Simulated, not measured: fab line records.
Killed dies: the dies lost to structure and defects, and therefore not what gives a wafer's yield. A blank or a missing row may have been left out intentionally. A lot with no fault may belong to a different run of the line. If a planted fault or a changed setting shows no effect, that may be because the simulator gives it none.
Which of the tools did it?	flow nand_harc	72 wafers from 24 lots sampled at 5 of the route's 1302 steps

## WHAT THE GAUGES SHOWED, per wafer
NHARC_A_M0_INSPECT_11.
lot	measured	on	raw_defect_count
L074	day 23 08:50	defect_inspect-01	124 141 151
L076	day 23 13:33	defect_inspect-01	142 147 121
L075	day 23 18:50	defect_inspect-01	54 59 61
L078	day 24 22:08	defect_inspect-02	153 158 180
L079	day 25 17:11	defect_inspect-02	74 76 67
L080	day 25 18:58	defect_inspect-01	96 108 103
L082	day 25 20:32	defect_inspect-02	75 80 80
L081	day 25 22:25	defect_inspect-02	66 80 80
L077	day 25 23:32	defect_inspect-02	60 65 63
L086	day 27 01:40	defect_inspect-02	33 52 49
L085	day 27 06:22	defect_inspect-01	90 87 83
L083	day 27 07:02	defect_inspect-01	123 139 135
L084	day 27 13:08	defect_inspect-02	107 156 132
L087	day 28 03:56	defect_inspect-01	131 137 107
L089	day 28 21:17	defect_inspect-01	21 22 28
L088	day 28 21:26	defect_inspect-02	138 175 140
L091	day 29 09:20	defect_inspect-01	64 66 85
L090	day 30 04:16	defect_inspect-01	120 119 129
L092	day 30 08:56	defect_inspect-01	39 32 22
L093	day 31 03:08	defect_inspect-02	68 74 62
L094	day 31 20:20	defect_inspect-02	67 58 60
L095	day 32 07:32	defect_inspect-01	62 58 52
L096	day 32 09:44	defect_inspect-01	65 75 58
L097	day 32 23:55	defect_inspect-01	115 108 96

NHARC_A_BONDPAD_CD_MEAS_13.
lot	measured	on	cd_nm (nm)
L074	day 23 18:05	cd_sem-02	499.5 502.0 499.7
L076	day 23 22:42	cd_sem-03	496.1 499.4 499.2
L075	day 24 03:59	cd_sem-01	495.4 499.6 497.9
L078	day 25 07:19	cd_sem-02	499.8 499.3 500.4
L079	day 26 02:15	cd_sem-03	499.5 500.4 502.5
L080	day 26 04:18	cd_sem-02	498.2 498.6 499.2
L082	day 26 06:04	cd_sem-02	498.7 501.8 503.5
L081	day 26 08:16	cd_sem-02	500.4 498.6 499.1
L077	day 26 09:37	cd_sem-03	498.0 500.2 500.0
L086	day 27 12:08	cd_sem-01	498.6 499.2 498.5
L085	day 27 15:30	cd_sem-02	497.9 500.0 498.8
L083	day 27 16:44	cd_sem-01	498.9 499.4 500.4
L084	day 27 22:53	cd_sem-01	499.8 498.2 500.4
L087	day 28 18:06	cd_sem-02	498.4 498.4 499.1
L089	day 29 06:58	cd_sem-02	499.3 499.6 497.7
L088	day 29 06:49	cd_sem-01	498.3 499.6 498.0
L091	day 29 18:56	cd_sem-03	501.7 502.0 501.2
L090	day 30 13:52	cd_sem-03	501.5 496.7 495.6
L092	day 30 18:08	cd_sem-01	500.9 500.7 498.9
L093	day 31 12:49	cd_sem-03	498.3 499.5 499.5
L094	day 32 05:35	cd_sem-01	500.1 497.1 498.4
L095	day 32 16:43	cd_sem-02	499.6 499.1 499.3
L096	day 32 18:53	cd_sem-02	497.7 499.4 500.1
L097	day 33 11:34	cd_sem-01	498.3 498.9 498.4

## WHICH TOOL RAN EACH LOT (tool, then ch and the chambers of the sampled wafers, then the start)
lot	NHARC_A_M0_PRE_CLEAN_29	NHARC_A_M1_PVD_20	NHARC_A_BONDPAD_DEP_00
L074	pvd_sputter-03, day 23 16:22 or earlier	pvd_sputter-01, day 23 16:22 or earlier	pecvd-04 ch 1,2, day 23 16:22
L076	pvd_sputter-03, day 23 20:56 or earlier	pvd_sputter-01, day 23 20:56 or earlier	pecvd-02 ch 0,1, day 23 20:56
L075	pvd_sputter-01, day 24 02:19 or earlier	pvd_sputter-03, day 24 02:19 or earlier	pecvd-04 ch 0,1,2, day 24 02:19
L078	pvd_sputter-03, day 25 05:22 or earlier	pvd_sputter-02, day 25 05:22 or earlier	pecvd-02 ch 1,2, day 25 05:22
L079	pvd_sputter-03, day 26 00:38 or earlier	pvd_sputter-01, day 26 00:38 or earlier	pecvd-04 ch 0,2, day 26 00:38
L080	pvd_sputter-01, day 26 04:18 or earlier	pvd_sputter-01, day 26 04:18 or earlier	pecvd-04 ch 0,1,2, day 26 04:18 or earlier
L082	pvd_sputter-03, day 26 04:21 or earlier	pvd_sputter-01, day 26 04:21 or earlier	pecvd-03 ch 0,1,2, day 26 04:21
L081	pvd_sputter-03, day 26 06:34 or earlier	pvd_sputter-02, day 26 06:34 or earlier	pecvd-03 ch 0,1,2, day 26 06:34
L077	pvd_sputter-03, day 26 07:51 or earlier	pvd_sputter-03, day 26 07:51 or earlier	pecvd-02 ch 1,2, day 26 07:51
L086	pvd_sputter-03, day 27 12:08 or earlier	pvd_sputter-01, day 27 12:08 or earlier	pecvd-02 ch 0,2, day 27 12:08 or earlier
L085	pvd_sputter-02, day 27 13:53 or earlier	pvd_sputter-01, day 27 13:53 or earlier	pecvd-02 ch 0,1, day 27 13:53
L083	pvd_sputter-03, day 27 15:02 or earlier	pvd_sputter-02, day 27 15:02 or earlier	pecvd-03 ch 0,2, day 27 15:02
L084	pvd_sputter-03, day 27 21:07 or earlier	pvd_sputter-01, day 27 21:07 or earlier	pecvd-03 ch 0,1, day 27 21:07
L087	pvd_sputter-02, day 28 18:06 or earlier	pvd_sputter-02, day 28 18:06 or earlier	pecvd-02 ch 0,2, day 28 18:06 or earlier
L089	pvd_sputter-03, day 29 06:58 or earlier	pvd_sputter-03, day 29 06:58 or earlier	pecvd-04 ch 0,1,2, day 29 06:58 or earlier
L088	pvd_sputter-02, day 29 05:12 or earlier	pvd_sputter-02, day 29 05:12 or earlier	pecvd-03 ch 0,1,2, day 29 05:12
L091	pvd_sputter-02, day 29 17:14 or earlier	pvd_sputter-02, day 29 17:14 or earlier	pecvd-02 ch 0,1,2, day 29 17:14
L090	pvd_sputter-03, day 30 12:06 or earlier	pvd_sputter-02, day 30 12:06 or earlier	pecvd-04 ch 1,2, day 30 12:06
L092	pvd_sputter-01, day 30 16:26 or earlier	pvd_sputter-01, day 30 16:26 or earlier	pecvd-02 ch 0,1,2, day 30 16:26
L093	pvd_sputter-02, day 31 11:19 or earlier	pvd_sputter-03, day 31 11:19 or earlier	pecvd-02 ch 0,1,2, day 31 11:19
L094	pvd_sputter-02, day 32 03:49 or earlier	pvd_sputter-02, day 32 03:49 or earlier	pecvd-02 ch 0,1,2, day 32 03:49
L095	pvd_sputter-01, day 32 14:56 or earlier	pvd_sputter-02, day 32 14:56 or earlier	pecvd-03 ch 0,1,2, day 32 14:56
L096	pvd_sputter-01, day 32 17:07 or earlier	pvd_sputter-02, day 32 17:07 or earlier	pecvd-03 ch 0,1,2, day 32 17:07
L097	pvd_sputter-02, day 33 09:49 or earlier	pvd_sputter-02, day 33 09:49 or earlier	pecvd-03 ch 0,1,2, day 33 09:49
- NHARC_A_M0_PRE_CLEAN_29: time 30 s.
- NHARC_A_M1_PVD_20: deposits TaN, target thk 5 nm, time 8.06 s.
- NHARC_A_BONDPAD_DEP_00: deposits SiCN, target thk 250 nm.

## AS READ BY THE TOOLS THEMSELVES (means over the sampled wafers that have a number; for cases with no such wafer, the mark the record gives instead)
NHARC_A_M0_PRE_CLEAN_29.
lot	tool	heater_power_w (W)
L074	pvd_sputter-03	394
L076	pvd_sputter-03	369
L075	pvd_sputter-01	439
L078	pvd_sputter-03	359
L079	pvd_sputter-03	359
L080	pvd_sputter-01	435
L082	pvd_sputter-03	360
L081	pvd_sputter-03	392
L077	pvd_sputter-03	363
L086	pvd_sputter-03	366
L085	pvd_sputter-02	415
L083	pvd_sputter-03	367
L084	pvd_sputter-03	364
L087	pvd_sputter-02	414
L089	pvd_sputter-03	364
L088	pvd_sputter-02	405
L091	pvd_sputter-02	412
L090	pvd_sputter-03	367
L092	pvd_sputter-01	391
L093	pvd_sputter-02	392
L094	pvd_sputter-02	393
L095	pvd_sputter-01	433
L096	pvd_sputter-01	398
L097	pvd_sputter-02	384

NHARC_A_M1_PVD_20.
lot	tool	throttle_valve_pct (%)
L074	pvd_sputter-01	29.4
L076	pvd_sputter-01	30.3
L075	pvd_sputter-03	31.1
L078	pvd_sputter-02	30.6
L079	pvd_sputter-01	30.2
L080	pvd_sputter-01	30.0
L082	pvd_sputter-01	29.8
L081	pvd_sputter-02	29.9
L077	pvd_sputter-03	30.4
L086	pvd_sputter-01	30.2
L085	pvd_sputter-01	29.7
L083	pvd_sputter-02	28.8
L084	pvd_sputter-01	30.2
L087	pvd_sputter-02	29.2
L089	pvd_sputter-03	30.9
L088	pvd_sputter-02	29.8
L091	pvd_sputter-02	29.2
L090	pvd_sputter-02	30.4
L092	pvd_sputter-01	29.4
L093	pvd_sputter-03	30.3
L094	pvd_sputter-02	29.8
L095	pvd_sputter-02	29.7
L096	pvd_sputter-02	29.7
L097	pvd_sputter-02	30.9

NHARC_A_BONDPAD_DEP_00.
lot	tool	heater_power_w (W)	rf_fwd_power_W (W)
L074	pecvd-04	513	449.2
L076	pecvd-02	630	449.4
L075	pecvd-04	550	448.6
L078	pecvd-02	553	448.1
L079	pecvd-04	635	449.0
L080	pecvd-04	571	448.7
L082	pecvd-03	582	449.8
L081	pecvd-03	584	448.6
L077	pecvd-02	508	448.2
L086	pecvd-02	690	447.9
L085	pecvd-02	720	448.7
L083	pecvd-03	552	448.8
L084	pecvd-03	551	450.4
L087	pecvd-02	687	448.2
L089	pecvd-04	582	447.9
L088	pecvd-03	541	448.3
L091	pecvd-02	631	450.1
L090	pecvd-04	513	450.2
L092	pecvd-02	673	447.9
L093	pecvd-02	652	448.4
L094	pecvd-02	645	449.8
L095	pecvd-03	580	447.7
L096	pecvd-03	578	448.8
L097	pecvd-03	529	447.2

## THE ANSWER, worked out from the rows above alone
Rule: the lots themselves supply what counts as usual. Put in order of their means at a reading, lots are off if they are a third of the lots or fewer, leave a main group of 4 or more, and stand apart from it by a gap of 3 or more times the standard deviation of the main group's means; of several such gaps the widest counts. Not used: any main group whose means are identical at the precision the tables above print for the reading. A lot without any number at a reading at which 4 lots or more have one is off too. Any other lot the step has rows for is counted as sound. After the gauges, taken in route order, come the tools' own readings; for these a lot's mean is taken, as printed above. At the first step where some lot is off, the reading lying furthest off is the one used; lots without a number count as furthest.
None of the lots is off at any reading shown; this tells nothing.

## WHAT THE SIMULATOR HAD PUT IN
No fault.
